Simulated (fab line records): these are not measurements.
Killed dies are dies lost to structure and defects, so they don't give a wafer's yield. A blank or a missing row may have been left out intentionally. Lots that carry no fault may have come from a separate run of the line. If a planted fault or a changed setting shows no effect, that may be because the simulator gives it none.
The tool behind it: which one? + flow nandHarc + Sampling: 24 lots, 72 wafers, 5 of 1159 route steps

## WHAT THE GAUGES SHOWED, per wafer
NHARC_A_CONTACT_OVL_MEAS_09.
| lot  | measured     | on         | overlayXNm (nm) | overlayYNm (nm) |
|------|--------------|------------|-----------------|-----------------|
| L075 | day 17 05:47 | overlay-02 | 0.5 0.4 0.2     | 0.8 0.9 0.8     |
| L074 | day 17 06:21 | overlay-01 | -0.5 -0.9 -0.8  | -0.8 -1.1 -0.9  |
| L077 | day 17 09:06 | overlay-01 | 0.1 -0.1 -0.1   | -1.2 -1.3 -1.2  |
| L078 | day 17 09:40 | overlay-02 | 1.0 0.7 0.5     | 0.3 1.4 0.8     |
| L079 | day 18 04:07 | overlay-02 | -1.3 -0.8 -0.8  | 0.6 0.4 0.6     |
| L076 | day 18 05:03 | overlay-02 | 0.8 1.3 0.8     | 0.5 1.3 1.1     |
| L084 | day 18 17:46 | overlay-01 | 0.4 0.4 0.6     | 0.7 1.0 0.5     |
| L081 | day 18 18:44 | overlay-01 | 0.2 0.4 0.2     | -0.4 -0.1 0.0   |
| L080 | day 18 22:31 | overlay-02 | -1.3 -1.3 -0.4  | -0.3 0.2 -0.1   |
| L083 | day 19 05:50 | overlay-01 | 0.4 0.4 0.0     | 0.6 1.1 -0.1    |
| L082 | day 19 09:41 | overlay-02 | -1.0 -0.8 -1.0  | -0.5 0.6 0.0    |
| L088 | day 19 21:37 | overlay-01 | 0.6 0.0 0.7     | 1.4 0.9 0.8     |
| L087 | day 19 21:46 | overlay-02 | 0.9 0.9 0.6     | -1.4 -0.9 -0.9  |
| L086 | day 20 12:43 | overlay-01 | -0.1 1.3 0.2    | 0.1 -0.5 0.1    |
| L085 | day 20 15:10 | overlay-01 | 0.4 0.0 1.0     | 1.3 1.6 1.2     |
| L090 | day 20 23:11 | overlay-02 | 0.3 0.1 -0.3    | -0.7 -1.1 -0.9  |
| L091 | day 20 23:35 | overlay-01 | 1.7 1.6 1.8     | -0.2 0.0 -0.3   |
| L092 | day 21 04:07 | overlay-01 | 0.4 0.0 0.0     | 0.1 0.2 0.5     |
| L089 | day 21 10:38 | overlay-01 | 0.1 0.2 0.3     | 0.2 0.1 -0.1    |
| L094 | day 22 02:43 | overlay-01 | -2.6 -1.8 -2.6  | -0.7 -0.1 0.0   |
| L095 | day 22 05:14 | overlay-02 | 0.9 0.9 0.3     | 0.8 0.5 0.5     |
| L096 | day 22 09:02 | overlay-01 | -0.2 0.1 -0.4   | -0.2 0.1 0.0    |
| L093 | day 22 10:29 | overlay-02 | 0.9 0.7 0.4     | -0.4 -0.8 -0.8  |
| L097 | day 22 19:20 | overlay-02 | 0.2 1.0 0.3     | -0.5 -0.3 -0.3  |

NHARC_A_M0_CD_MEAS_09 targets a cd of 80 nm.
| lot  | measured     | on       | cdNm (nm)      |
|------|--------------|----------|----------------|
| L075 | day 17 21:11 | cdSem-03 | 79.6 80.4 79.1 |
| L074 | day 17 21:22 | cdSem-02 | 80.5 79.5 79.3 |
| L077 | day 17 22:11 | cdSem-02 | 78.3 80.0 77.8 |
| L078 | day 17 21:40 | cdSem-02 | 79.1 79.4 80.5 |
| L079 | day 18 15:34 | cdSem-02 | 80.6 79.6 79.5 |
| L076 | day 18 18:27 | cdSem-03 | 80.0 80.2 80.4 |
| L084 | day 19 08:54 | cdSem-03 | 79.7 80.5 80.1 |
| L081 | day 19 10:43 | cdSem-02 | 79.5 80.6 79.4 |
| L080 | day 19 11:31 | cdSem-03 | 81.2 80.4 81.1 |
| L083 | day 19 17:08 | cdSem-02 | 80.1 79.4 79.4 |
| L082 | day 19 21:25 | cdSem-03 | 80.2 79.4 79.8 |
| L088 | day 20 13:48 | cdSem-02 | 79.9 80.7 79.4 |
| L087 | day 20 14:30 | cdSem-01 | 80.2 79.1 80.9 |
| L086 | day 21 05:58 | cdSem-01 | 78.9 80.7 79.9 |
| L085 | day 21 16:13 | cdSem-03 | 80.4 81.6 80.3 |
| L090 | day 22 06:05 | cdSem-03 | 79.8 81.1 80.0 |
| L091 | day 22 06:20 | cdSem-01 | 80.3 81.0 79.2 |
| L092 | day 22 06:38 | cdSem-01 | 81.3 78.7 79.7 |
| L089 | day 22 07:05 | cdSem-01 | 79.6 80.2 79.9 |
| L094 | day 22 12:42 | cdSem-03 | 79.7 81.2 79.5 |
| L095 | day 22 15:38 | cdSem-03 | 80.3 79.9 79.8 |
| L096 | day 22 22:31 | cdSem-01 | 78.6 80.3 80.5 |
| L093 | day 23 08:02 | cdSem-02 | 80.5 79.7 80.9 |
| L097 | day 23 12:16 | cdSem-03 | 81.4 80.6 80.4 |

## TOOL THAT RAN EACH LOT (tool first, then ch and the chambers of the sampled wafers, then the start)
| lot  | NHARC_A_CONTACT_ETCH_136           | NHARC_A_BLC_STRIP_21              | NHARC_A_BLC_PVD_32                     |
|------|------------------------------------|-----------------------------------|----------------------------------------|
| L075 | harCapEtch-03 ch 0,1, day 17 07:15 | rieDiel-01 ch 0,2,3, day 17 15:36 | pvdSputter-02, day 17 21:11 or earlier |
| L074 | harCapEtch-01 ch 0,1, day 17 07:59 | rieDiel-07 ch 0,1,3, day 17 16:29 | pvdSputter-02, day 17 21:22 or earlier |
| L077 | harCapEtch-02 ch 0,1, day 17 10:41 | rieDiel-01 ch 0,2,3, day 17 18:01 | pvdSputter-03, day 17 22:11 or earlier |
| L078 | harCapEtch-03 ch 0,1, day 17 11:16 | rieDiel-07 ch 0,3, day 17 17:13   | pvdSputter-03, day 17 21:40 or earlier |
| L079 | harCapEtch-01 ch 0,1, day 18 05:33 | rieDiel-07 ch 2,3, day 18 12:51   | pvdSputter-03, day 18 15:34 or earlier |
| L076 | harCapEtch-02 ch 0,1, day 18 06:29 | rieDiel-07 ch 0,1,2, day 18 13:03 | pvdSputter-02, day 18 18:27 or earlier |
| L084 | harCapEtch-02 ch 0,1, day 18 19:14 | rieDiel-07 ch 1,2, day 19 04:29   | pvdSputter-02, day 19 08:54 or earlier |
| L081 | harCapEtch-01 ch 0,1, day 18 20:14 | rieDiel-07 ch 0,2,3, day 19 08:06 | pvdSputter-03, day 19 10:43 or earlier |
| L080 | harCapEtch-02 ch 0,1, day 18 23:57 | rieDiel-07 ch 0,3, day 19 08:49   | pvdSputter-01, day 19 11:31 or earlier |
| L083 | harCapEtch-02 ch 0,1, day 19 07:15 | rieDiel-07 ch 1,3, day 19 12:32   | pvdSputter-03, day 19 17:08 or earlier |
| L082 | harCapEtch-02 ch 0,1, day 19 11:05 | rieDiel-07 ch 0,2,3, day 19 18:34 | pvdSputter-03, day 19 21:25 or earlier |
| L088 | harCapEtch-03 ch 0,1, day 19 23:02 | rieDiel-03 ch 0,2, day 20 11:04   | pvdSputter-01, day 20 13:48 or earlier |
| L087 | harCapEtch-02 ch 0,1, day 19 23:26 | rieDiel-03 ch 0,3, day 20 11:46   | pvdSputter-02, day 20 14:30 or earlier |
| L086 | harCapEtch-01 ch 0,1, day 20 14:10 | rieDiel-03 ch 1,2,3, day 20 20:10 | pvdSputter-03, day 21 05:58 or earlier |
| L085 | harCapEtch-03 ch 0,1, day 20 17:10 | rieDiel-01 ch 0,1,3, day 21 02:19 | pvdSputter-01, day 21 16:13 or earlier |
| L090 | harCapEtch-02 ch 0,1, day 21 00:56 | rieDiel-03 ch 1,2,3, day 21 16:40 | pvdSputter-02, day 22 06:05 or earlier |
| L091 | harCapEtch-03 ch 0,1, day 21 01:20 | rieDiel-03 ch 0,1,3, day 21 17:56 | pvdSputter-03, day 22 06:20 or earlier |
| L092 | harCapEtch-02 ch 0,1, day 21 05:35 | rieDiel-07 ch 2,3, day 21 19:22   | pvdSputter-02, day 22 06:38 or earlier |
| L089 | harCapEtch-01 ch 0,1, day 21 12:04 | rieDiel-07 ch 0,1,2, day 22 00:50 | pvdSputter-02, day 22 07:05 or earlier |
| L094 | harCapEtch-02 ch 0,1, day 22 04:24 | rieDiel-07 ch 0,3, day 22 10:01   | pvdSputter-03, day 22 12:42 or earlier |
| L095 | harCapEtch-01 ch 0,1, day 22 06:51 | rieDiel-07 ch 0,1,2, day 22 12:29 | pvdSputter-03, day 22 15:38 or earlier |
| L096 | harCapEtch-01 ch 0,1, day 22 10:28 | rieDiel-03 ch 1,3, day 22 18:10   | pvdSputter-03, day 22 22:31 or earlier |
| L093 | harCapEtch-01 ch 1, day 22 16:10   | rieDiel-01 ch 1,2,3, day 22 23:28 | pvdSputter-02, day 23 08:02 or earlier |
| L097 | harCapEtch-01 ch 0,1, day 22 21:11 | rieDiel-01 ch 1,2,3, day 23 09:02 | pvdSputter-03, day 23 12:16 or earlier |
- NHARC_A_CONTACT_ETCH_136: etches the open film in C4F8/O2/Ar, time 132 s, target depth 1287 nm.
- NHARC_A_BLC_STRIP_21: strips in O2.
- NHARC_A_BLC_PVD_32: deposits Ti, target thk 5 nm, time 17.7 s.

## WHAT THE TOOLS THEMSELVES READ (means of the sampled wafers that have a number; where no wafer has one, the mark that the record gives instead)
NHARC_A_BLC_STRIP_21.
| lot  | tool       | drypumpMotorCurrentA (A) | mfcArSccm (sccm) | oesProductAu (a.u.) | rfVppV (V) | showerheadPlenumPTorr (Torr) | throttleValvePct (%) |
|------|------------|--------------------------|------------------|---------------------|------------|------------------------------|----------------------|
| L075 | rieDiel-01 | 6.00                     | 0.022            | 0.994               | 57.3       | 3.40                         | 17.035               |
| L074 | rieDiel-07 | 5.76                     | 0.004            | 0.995               | 57.3       | 3.50                         | 17.037               |
| L077 | rieDiel-01 | 6.00                     | 0.022            | 0.990               | 57.2       | 3.40                         | 17.042               |
| L078 | rieDiel-07 | 5.73                     | 0.003            | 0.980               | 57.7       | 3.36                         | 17.033               |
| L079 | rieDiel-07 | 5.87                     | 0.021            | 1.007               | 58.2       | 3.40                         | 17.038               |
| L076 | rieDiel-07 | 5.94                     | 0.015            | 0.994               | 58.0       | 3.44                         | 17.039               |
| L084 | rieDiel-07 | 5.95                     | 0.017            | 1.006               | 57.8       | 3.58                         | 17.043               |
| L081 | rieDiel-07 | 5.83                     | 0.012            | 0.989               | 58.9       | 3.38                         | 17.031               |
| L080 | rieDiel-07 | 5.62                     | 0.001            | 0.980               | 57.4       | 3.43                         | 17.034               |
| L083 | rieDiel-07 | 5.63                     | 0.003            | 0.987               | 58.7       | 3.57                         | 17.039               |
| L082 | rieDiel-07 | 5.80                     | 0.012            | 0.984               | 57.1       | 3.38                         | 17.041               |
| L088 | rieDiel-03 | 5.72                     | 0.000            | 0.993               | 57.1       | 3.52                         | 17.034               |
| L087 | rieDiel-03 | 5.62                     | 0.000            | 0.990               | 57.7       | 3.46                         | 17.037               |
| L086 | rieDiel-03 | 5.99                     | 0.007            | 1.007               | 57.6       | 3.51                         | 17.037               |
| L085 | rieDiel-01 | 5.95                     | 0.011            | 0.982               | 58.2       | 3.43                         | 17.028               |
| L090 | rieDiel-03 | 5.98                     | 0.007            | 1.005               | 57.7       | 3.51                         | 17.031               |
| L091 | rieDiel-03 | 5.82                     | 0.007            | 0.982               | 57.7       | 3.46                         | 17.037               |
| L092 | rieDiel-07 | 5.70                     | 0.011            | 0.995               | 56.8       | 3.45                         | 17.040               |
| L089 | rieDiel-07 | 5.94                     | 0.015            | 1.001               | 57.8       | 3.44                         | 17.045               |
| L094 | rieDiel-07 | 5.75                     | 0.003            | 0.980               | 57.4       | 3.35                         | 17.034               |
| L095 | rieDiel-07 | 5.95                     | 0.015            | 0.997               | 57.8       | 3.44                         | 17.040               |
| L096 | rieDiel-03 | 6.03                     | 0.015            | 1.005               | 57.8       | 3.45                         | 17.030               |
| L093 | rieDiel-01 | 5.70                     | 0.016            | 0.993               | 57.2       | 3.44                         | 17.040               |
| L097 | rieDiel-01 | 5.71                     | 0.016            | 0.998               | 56.1       | 3.43                         | 17.035               |

NHARC_A_BLC_PVD_32.
| lot  | tool          | throttleValvePct (%) |
|------|---------------|----------------------|
| L075 | pvdSputter-02 | 29.4                 |
| L074 | pvdSputter-02 | 29.3                 |
| L077 | pvdSputter-03 | 29.5                 |
| L078 | pvdSputter-03 | 29.7                 |
| L079 | pvdSputter-03 | 30.3                 |
| L076 | pvdSputter-02 | 29.2                 |
| L084 | pvdSputter-02 | 29.7                 |
| L081 | pvdSputter-03 | 30.7                 |
| L080 | pvdSputter-01 | 30.5                 |
| L083 | pvdSputter-03 | 30.7                 |
| L082 | pvdSputter-03 | 30.2                 |
| L088 | pvdSputter-01 | 29.9                 |
| L087 | pvdSputter-02 | 29.7                 |
| L086 | pvdSputter-03 | 31.3                 |
| L085 | pvdSputter-01 | 29.9                 |
| L090 | pvdSputter-02 | 29.2                 |
| L091 | pvdSputter-03 | 30.5                 |
| L092 | pvdSputter-02 | 29.2                 |
| L089 | pvdSputter-02 | 29.6                 |
| L094 | pvdSputter-03 | 31.3                 |
| L095 | pvdSputter-03 | 30.6                 |
| L096 | pvdSputter-03 | 31.3                 |
| L093 | pvdSputter-02 | 29.9                 |
| L097 | pvdSputter-03 | 30.5                 |

## THE ANSWER, worked out from the rows above alone
Rule: usual is defined by the lots themselves. The widest of any qualifying gaps counts: lots, ordered by their means at a reading, are off when they make up no more than a third of the lots, leave a main group of 4 or more, and stand apart from it by 3 or more times the standard deviation of that group's means. The tables above print the reading to a certain number of digits; a main group whose means all agree to those digits is not used. A lot without any number at a reading at which 4 lots or more have one is off too. All remaining lots with rows at the step are treated as sound. First the gauges in route order, then the tools' own readings, where a lot's mean is used as printed above. At the first step where some lot is off, the reading lying furthest off is the one used; lots without a number count as furthest.
None of the lots is off at any reading shown; this tells nothing.

## WHAT WAS PUT IN BY THE SIMULATOR
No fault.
